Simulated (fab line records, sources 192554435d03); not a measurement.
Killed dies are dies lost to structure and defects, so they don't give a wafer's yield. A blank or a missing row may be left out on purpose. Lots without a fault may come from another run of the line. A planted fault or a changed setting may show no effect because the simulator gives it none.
Chamber matching | flow n5_finfet | N5_BEOL_M4_DEP_57 on pecvd-03: 3 sister chambers
The step deposits SiCN from 3MS/NH3, target thk 8 nm, time 14 s. 6 wafers are shown with their chamber, then 8 later ones without.

WAFERS WITH THEIR CHAMBER
wafer  | chamber | throttle_valve_pct (%) | showerhead_plenum_p_Torr (Torr)
L080.5 | 1       | 8.9                    | 3.666
L084.1 | 1       | 9.1                    | 3.659
L086.2 | 0       | 8.3                    | 3.659
L086.5 | 0       | 8.0                    | 3.649
L086.6 | 2       | 8.9                    | 3.674
L085.3 | 2       | 9.5                    | 3.680

WAFERS WITHOUT THEIR CHAMBER
wafer  | throttle_valve_pct (%) | showerhead_plenum_p_Torr (Torr)
L085.4 | 8.4                    | 3.658
L085.5 | 9.1                    | 3.669
L088.1 | 8.1                    | 3.658
L088.3 | 9.3                    | 3.666
L088.4 | 9.1                    | 3.672
L090.1 | 8.2                    | 3.662
L090.3 | 9.1                    | 3.674
L090.5 | 9.1                    | 3.657

WHICH CHAMBER EACH WENT THROUGH
wafer  | from the rows above     | in truth
L085.4 | can't be placed: 0 or 1 | 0
L085.5 | can't be placed: 1 or 2 | 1
L088.1 | 0                       | 0
L088.3 | can't be placed: 1 or 2 | 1
L088.4 | can't be placed: 2 or 1 | 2
L090.1 | can't be placed: 0 or 1 | 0
L090.3 | can't be placed: 2 or 1 | 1
L090.5 | 1                       | 1
Placed correctly: 2 of 8. Can't be placed from these rows: 6 (the true chamber is among the candidates in 6). Placed wrongly: 0.
How it was worked out, from the rows above alone: a wafer's distance from a chamber is the root of the sum, over the readings, of the square of ((its reading less the chamber's mean) divided by the reading's scatter). The wafer belongs to the nearest chamber; if the next one is less than 2 further off, it can't be placed. A chamber's mean is the mean of its shown wafers. The scatter: the root of (the sum of the squares of (reading less its chamber's mean) over the shown wafers, divided by (wafers less chambers)).
